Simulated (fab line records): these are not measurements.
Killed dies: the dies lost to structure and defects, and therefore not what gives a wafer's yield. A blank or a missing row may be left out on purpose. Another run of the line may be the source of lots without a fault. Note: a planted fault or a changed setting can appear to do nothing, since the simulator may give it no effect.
What tool caused it? -- flow n5_finfet -- 8 lots, 24 wafers sampled, at 6 steps of a route of 1938

== WHAT EACH GAUGE READ, for each wafer ==
N5_MOL_CONTACT_COAG_THK_MEAS_53. Usual: for VIA_MOL_THK the level is 43.8 nm and the standard deviation is 0.57.
lot,measured,on,VIA_MOL_THK (nm),flag
L211,day 5 08:22,film_metro-02,43.6 43.5 43.9,
L213,day 5 17:34,film_metro-02,43.5 43.4 44.4,
L214,day 6 01:38,film_metro-02,43.8 43.4 43.1,
L218,day 6 22:58,film_metro-01,43.9 43.6 44.7,
L225,day 8 19:14,film_metro-02,42.8 43.9 43.5,
L230,day 9 21:53,film_metro-01,44.3 43.2 43.8,
L233,day 10 15:11,film_metro-01,43.4 43.8 43.5,
L234,day 10 21:57,film_metro-02,43.2 44.4 44.8,

N5_MOL_CONTACT_COAG_INSPECT_97: inspects for defects (darkfield). Usual: 43 for raw_defect_count, sd 17.
lot,measured,on,raw_defect_count,flag
L211,day 5 12:55,defect_inspect-02,19 16 33,
L213,day 5 20:37,defect_inspect-02,26 26 27,
L214,day 6 04:41,defect_inspect-02,52 27 47,
L218,day 7 05:55,defect_inspect-02,67 61 54,
L225,day 8 22:17,defect_inspect-01,60 48 57,
L230,day 10 00:57,defect_inspect-02,24 38 33,
L233,day 10 18:15,defect_inspect-02,32 39 49,
L234,day 11 01:01,defect_inspect-02,71 38 40,

N5_BEOL_M4_RC_MEAS_101. Usual: DIBL_N 36.5 mV/V, standard deviation 1.7; DIBL_P 36.3 mV/V, standard deviation 2.1; IOFF_N 0.16 nA/um, standard deviation 0.036; IOFF_P 0.21 nA/um, standard deviation 0.037; ION_N 676 uA/um, standard deviation 12; ION_P 462 uA/um, standard deviation 7.6; SS_N 71.5 mV/dec, standard deviation 0.68; SS_P 73.3 mV/dec, standard deviation 0.63; VT_N 249 mV, standard deviation 3.5; VT_P -250 mV, standard deviation 3.5.
lot,measured,on,DIBL_N (mV/V),DIBL_P (mV/V),IOFF_N (nA/um),IOFF_P (nA/um),ION_N (uA/um),ION_P (uA/um),SS_N (mV/dec),SS_P (mV/dec),VT_N (mV),VT_P (mV),flag
L211,day 8 08:06,prober-01,36.5 37.3 37.0,36.5 37.2 36.9,0.18 0.20 0.19,0.22 0.23 0.22,682 687 685,472 463 466,71.6 72.3 72.0,73.3 73.7 73.5,248 247 244,-248 -250 -248,
L213,day 8 10:57,prober-02,36.3 37.3 36.6,36.9 38.5 38.4,0.16 0.17 0.17,0.18 0.19 0.18,681 682 675,452 452 453,71.1 71.8 71.8,73.4 72.8 74.1,250 253 250,-253 -255 -256,
L214,day 8 21:51,prober-02,38.8 37.0 37.7,38.2 35.9 37.0,0.23 0.18 0.20,0.28 0.24 0.26,697 688 693,472 469 472,71.3 71.5 71.6,74.5 73.4 74.2,248 247 247,-245 -248 -246,
L218,day 10 03:45,prober-01,32.8 34.0 37.2,33.4 34.9 39.0,0.11 0.12 0.18,0.17 0.19 0.26,650 660 685,461 457 469,70.6 70.8 71.6,72.6 72.3 73.8,258 252 248,-251 -252 -244,
L225,day 11 11:36,prober-02,38.1 35.3 36.1,39.7 36.3 37.3,0.23 0.17 0.19,0.26 0.21 0.22,695 685 688,469 467 466,73.0 71.8 71.5,73.4 73.4 73.4,244 250 248,-248 -250 -252,
L230,day 12 20:24,prober-01,34.3 34.4 37.6,33.5 33.2 38.1,0.11 0.11 0.17,0.15 0.14 0.21,657 643 670,452 441 459,71.1 70.9 71.1,72.8 72.3 73.7,255 261 250,-257 -260 -251,
L233,day 13 22:52,prober-02,38.3 36.6 35.1,38.7 36.7 35.0,0.19 0.14 0.14,0.25 0.23 0.20,673 654 668,469 459 462,72.7 71.7 71.7,73.5 73.3 73.1,246 253 250,-248 -248 -249,
L234,day 13 22:10,prober-01,39.0 36.7 35.6,37.7 36.5 34.4,0.19 0.16 0.13,0.24 0.24 0.19,679 689 679,463 480 464,73.4 70.5 71.2,74.3 73.0 72.9,246 248 250,-247 -246 -252,

== WHAT TOOL EACH LOT RAN ON (gives the tool, then ch and the chambers of the sampled wafers, and finally the start) ==
lot,N5_BEOL_M0_SAQP_ETCH_101,N5_BEOL_M0_SAQP_ETCH_102,N5_BEOL_M0_SAQP_SPACER2_ALD_26
L211,"rie_diel-04 ch 1,2,3, day 5 16:41","rie_si-03 ch 1,3, day 5 16:47","ald_sin-02 ch 2,3, day 5 18:31"
L213,"rie_diel-05 ch 1,3, day 5 23:49","rie_si-02 ch 0,1,3, day 5 23:56","ald_sin-01 ch 1,2,3, day 6 01:03"
L214,"rie_diel-05 ch 2,3, day 6 08:59","rie_si-03 ch 1,2,3, day 6 09:08","ald_sin-03 ch 0,1,3, day 6 10:17"
L218,"rie_diel-05 ch 1,2, day 7 12:36","rie_si-01 ch 0,2,3, day 7 12:43","ald_sin-03 ch 1,2, day 7 14:05"
L225,"rie_diel-04 ch 0,3, day 9 01:20","rie_si-03 ch 0,3, day 9 01:26","ald_sin-03 ch 1,2, day 9 02:18"
L230,"rie_diel-01 ch 2,3, day 10 05:29","rie_si-01 ch 2,3, day 10 05:35","ald_sin-03 ch 0,1,2, day 10 06:27"
L233,"rie_diel-05 ch 1,2, day 10 22:49","rie_si-01 ch 0,1,2, day 10 22:55","ald_sin-02 ch 0,1,3, day 10 23:59"
L234,"rie_diel-01 ch 1,2,3, day 11 07:08","rie_si-01 ch 0,2,3, day 11 07:15","ald_sin-03 ch 0,3, day 11 08:17"
- N5_BEOL_M0_SAQP_ETCH_101: etches SiNx in CH3F/O2, target depth 29.9 nm, time 42.7 s.
- N5_BEOL_M0_SAQP_ETCH_102: etches SiO2 in CF4, target depth 4 nm, time 4.4 s.
- N5_BEOL_M0_SAQP_SPACER2_ALD_26: deposits SiO2, target thk 15 nm, pulse time 1 s, purge time 2 s.

== WHAT THE TOOLS THEMSELVES READ (means of the sampled wafers that have a number; where no wafer has one, the mark that the record gives instead) ==
N5_BEOL_M0_SAQP_ETCH_101. Usual: drypump_motor_current_A 5.8 A, standard deviation 0.42; oes_product_au 0.79 a.u., standard deviation 0.074; rf_vpp_V 297 V, standard deviation 7.2; showerhead_plenum_p_Torr 2.00 Torr, standard deviation 0.06; throttle_valve_pct 16.37 %, standard deviation 0.15.
lot,tool,drypump_motor_current_A (A),oes_product_au (a.u.),rf_vpp_V (V),showerhead_plenum_p_Torr (Torr),throttle_valve_pct (%),flag
L211,rie_diel-04,5.7,0.76,298,1.97,16.40,
L213,rie_diel-05,6.2,0.75,291,2.02,16.36,
L214,rie_diel-05,5.6,0.79,301,2.02,16.42,
L218,rie_diel-05,5.8,0.77,299,1.97,16.46,
L225,rie_diel-04,5.5,0.90,297,2.09,16.16,
L230,rie_diel-01,5.4,0.78,292,1.96,16.45,
L233,rie_diel-05,5.8,0.77,299,1.96,16.52,
L234,rie_diel-01,5.9,0.78,292,1.97,16.34,

N5_BEOL_M0_SAQP_ETCH_102. Usual: drypump_motor_current_A 5.8 A, standard deviation 0.52; he_backside_leak_sccm 2.8 sccm, standard deviation 0.38; oes_product_au 1.002 a.u., standard deviation 0.013; throttle_valve_pct 21.71 %, standard deviation 0.24.
lot,tool,drypump_motor_current_A (A),he_backside_leak_sccm (sccm),oes_product_au (a.u.),throttle_valve_pct (%),flag
L211,rie_si-03,5.9,2.6,0.997,21.44,
L213,rie_si-02,5.6,2.4,0.998,21.56,
L214,rie_si-03,5.5,2.7,1.004,21.53,
L218,rie_si-01,6.0,2.8,0.927,21.90,OFF
L225,rie_si-03,5.9,2.9,1.012,21.79,
L230,rie_si-01,6.5,2.6,1.005,22.05,
L233,rie_si-01,6.0,3.1,0.987,21.77,
L234,rie_si-01,6.0,2.8,0.995,21.93,

N5_BEOL_M0_SAQP_SPACER2_ALD_26. Usual: heater_power_w 477 W, standard deviation 61; precursor_pulse_height_rel 0.999, standard deviation 0.018.
lot,tool,heater_power_w (W),precursor_pulse_height_rel,flag
L211,ald_sin-02,496,0.991,
L213,ald_sin-01,477,1.002,
L214,ald_sin-03,454,1.006,
L218,ald_sin-03,365,0.989,
L225,ald_sin-03,372,0.999,
L230,ald_sin-03,432,1.006,
L233,ald_sin-02,515,0.990,
L234,ald_sin-03,502,0.997,

== THE ANSWER, worked out from the rows above alone ==
Rule: lot off if the mean of its wafers having a number is beyond 3 standard deviations from the usual mean. Also off: a lot with no number at a reading for which 4 or more lots have one. All remaining lots with rows at the step are treated as sound. First the gauges in route order, then the tools' own readings, where a lot's mean is used as printed above. The first step at which some lot is off is used, and at that step the reading that is off furthest; a lot without a number counts as furthest.
Off: L218 (N5_BEOL_M0_SAQP_ETCH_102, oes_product_au).
If a tool, at that step or one of the process steps before it, ran each lot that is off and ran no sound lot following the first of them, it fits. Of those tried, none fits.

== WHAT THE SIMULATOR PUT IN ==
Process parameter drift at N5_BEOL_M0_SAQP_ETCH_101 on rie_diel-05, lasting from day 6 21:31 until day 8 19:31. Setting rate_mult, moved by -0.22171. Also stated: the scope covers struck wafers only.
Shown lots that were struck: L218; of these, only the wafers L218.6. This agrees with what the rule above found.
